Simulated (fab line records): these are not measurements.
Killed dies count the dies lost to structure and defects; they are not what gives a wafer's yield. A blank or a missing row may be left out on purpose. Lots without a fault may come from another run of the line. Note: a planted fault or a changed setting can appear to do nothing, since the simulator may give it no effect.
A lot that was struck, set against a sound lot    flow nand harc    14 out of 1302 route steps
Sound: wafers L106.1, L106.5, L106.6. Struck: wafers L109.1, L109.5 (left out: L109.2, a lot-mate that was not struck); the cause follows at the end.
Each step with rows lists, per side, the tool, then ch with its chambers, then its first start. Under that, the readings that differ: sound wafers    struck wafers    difference of the means    sigmas: that difference in standard deviations of wafers without a fault.
alike: words and numbers the same on both sides, and readings whose means are apart by under 2 such deviations; not compared: readings that were withheld, readings missing a value for some wafer, numbers with overlapping values and no deviation given by the record, and bounds like >300 which may hide the same value.
The two part at a step that has a row with sigmas, a row that says differs or no value, or rows on one side only. Numbers that don't overlap but have no deviation are shown without sigmas and don't part them. Lack of a reading on every wafer of one side parts them only where that side has two or more wafers.

first, 5 steps without rows for these wafers: NHARC_A_STAIRCASE_EXPOSE_181 (exposes mask STAIR 2); NHARC_A_STAIRCASE_PEB_182 (peb time 130 s); NHARC_A_STAIRCASE_DEVELOP_183 (time 140 s); NHARC_A_STAIRCASE_HARDBAKE_185 (time 140 s); NHARC_A_STAIRCASE_DESCUM_186 (chemistry O2, time 3 s).
NHARC_A_STAIRCASE_TRIM_187: chemistry O2, time 211.2 s.
  sound on rie diel-03 ch 1,2,3, day 19 04:56; struck on rie diel-08 ch 0,1, day 20 13:38
  alike: drypump motor current A, oes product au, rf vpp V, run length s, showerhead plenum p Torr, throttle valve pct
  not compared: rf hours counter h
NHARC_A_STAIRCASE_ETCH_188: etches the open film in C4F8/O2, target depth 100 nm, time 40.5 s.
  sound on rie diel-03 ch 1,2,3; struck on rie diel-08 ch 1,3
  alike: oes product au, rf vpp V
  not compared: rf hours counter h
then, 1 step without rows for these wafers: NHARC_A_STAIRCASE_TRIM_189 (chemistry O2, time 211.2 s).
NHARC_A_STAIRCASE_ETCH_190: etches the open film in C4F8/O2, target depth 100 nm, time 40.5 s.
  sound on rie diel-03 ch 0,1,2; struck on rie diel-08 ch 0,1
reading                sound              struck       difference  sigmas
oes product au (a.u.)  0.930 0.923 0.927  0.951 0.947  +0.022      +2
  alike: rf vpp V
  not compared: rf hours counter h
NHARC_A_STAIRCASE_TRIM_191: chemistry O2, time 211.2 s.
  sound on rie diel-03 ch 1,2,3; struck on rie diel-08 ch 1
  alike: drypump motor current A, oes product au, rf vpp V, run length s, showerhead plenum p Torr, throttle valve pct
  not compared: rf hours counter h
NHARC_A_STAIRCASE_ETCH_192: etches the open film in C4F8/O2, target depth 100 nm, time 40.5 s.
  sound on rie diel-03 ch 0,1,2; struck on rie diel-08 ch 0,3
reading                sound              struck       difference  sigmas
oes product au (a.u.)  0.926 0.922 0.922  0.950 0.942  +0.023      +2
  alike: rf vpp V
  not compared: rf hours counter h
NHARC_A_STAIRCASE_TRIM_193: chemistry O2, time 211.2 s.
  sound on rie diel-03 ch 0,1,2, day 19 06:20; struck on rie diel-08 ch 3, day 20 14:23
reading           sound              struck       difference  sigmas
run length s (s)  232.3 232.0 232.1  224.6 224.8  -7.4        -21
  alike: drypump motor current A, oes product au, rf vpp V, showerhead plenum p Torr, throttle valve pct
  not compared: rf hours counter h
then, 2 steps without rows for these wafers: NHARC_A_STAIRCASE_ETCH_194 (etches the open film in C4F8/O2, target depth 100 nm, time 40.5 s); NHARC_END_SORT_01.

== WHERE THEY PART ==
At NHARC_A_STAIRCASE_ETCH_190 first; at NHARC_A_STAIRCASE_TRIM_193 last (within this record only).

WHY: what had been put in by the simulator
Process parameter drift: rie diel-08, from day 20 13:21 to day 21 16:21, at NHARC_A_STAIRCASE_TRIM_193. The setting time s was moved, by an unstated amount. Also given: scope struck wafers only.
